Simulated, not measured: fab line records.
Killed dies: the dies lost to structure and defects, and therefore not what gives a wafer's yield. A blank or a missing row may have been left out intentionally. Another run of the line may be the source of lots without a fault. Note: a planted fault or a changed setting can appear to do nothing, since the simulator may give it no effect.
Split-lot trial    flow n5-finfet    7 lots, 21 wafers read, on a route of 1938 steps

## ABOUT THE SPLIT
At N5_DUMMY_GATE_HM_DEP_06 (deposits SiNx from DCS/NH3, target thk 80 nm, time 5141 s), the setting time-s was moved away from the recipe's 5141 s on 12 of the 21 wafers read, by -10.9% to +11.7%. All remaining wafers had this setting at the recipe value.

The reading comes from the split's own step.

## THE READING
SiNx_of_DUMMY_GATE_HM_DEP_06.thk-nm (the simulator's own value, which no gauge read), in nm, at N5_DUMMY_GATE_HM_DEP_06 (deposits SiNx from DCS/NH3, target thk 80 nm, time 5141 s). No usual value for it is given in the file. The 9 wafers here that ran the recipe average 79.8 nm, standard deviation 0.44 nm.

wafer   tool, chamber at the split  time-s as run, s  against the recipe  SiNx_of_DUMMY_GATE_HM_DEP_06.thk-nm, nm  against lot-mates on the recipe
L074.1  -, -                        4651              -9.5%               71.6                                     no lot-mate on the recipe
L074.3  -, -                        4651              -9.5%               71.8                                     no lot-mate on the recipe
L074.5  -, -                        4651              -9.5%               72.8                                     no lot-mate on the recipe
L075.3  lpcvd-02, 1/75,1/84,1/89    5141              recipe              80.2                                     -
L075.5  lpcvd-02, 1/75,1/84,1/89    5141              recipe              80.2                                     -
L075.6  lpcvd-02, 1/75,1/84,1/89    5141              recipe              80.2                                     -
L076.2  -, -                        4581              -10.9%              72.2                                     no lot-mate on the recipe
L076.4  -, -                        4581              -10.9%              71.2                                     no lot-mate on the recipe
L076.6  -, -                        4581              -10.9%              71.6                                     no lot-mate on the recipe
L077.1  -, -                        5741              +11.7%              88.8                                     no lot-mate on the recipe
L077.2  -, -                        5741              +11.7%              89                                       no lot-mate on the recipe
L077.5  -, -                        5741              +11.7%              88.4                                     no lot-mate on the recipe
L084.3  -, -                        5141              recipe              78.8                                     -
L084.4  -, -                        5141              recipe              79.6                                     -
L084.5  -, -                        5141              recipe              79.6                                     -
L086.1  -, -                        5141              recipe              80                                       -
L086.3  -, -                        5141              recipe              79.8                                     -
L086.5  -, -                        5141              recipe              80.2                                     -
L096.4  -, -                        5351              +4.1%               85                                       no lot-mate on the recipe
L096.5  -, -                        5351              +4.1%               84.8                                     no lot-mate on the recipe
L096.6  -, -                        5351              +4.1%               84.6                                     no lot-mate on the recipe
The file does not say which wafer passed through which chamber wherever a row lists several chambers: such a row stands for several wafers.

FIT RESULTS
A straight line over all 21 wafers: SiNx_of_DUMMY_GATE_HM_DEP_06.thk-nm changes by +0.795 nm for each +1% of time-s; r = +0.99; the points scatter about the line by 0.8 nm.
Too few moved wafers have a lot-mate on the recipe to fit a line with each lot's own level taken away.

## FILE'S OWN FIT
SiNx_of_DUMMY_GATE_HM_DEP_06.thk-nm changes by +0.795 nm for each +1% of time-s, r = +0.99.
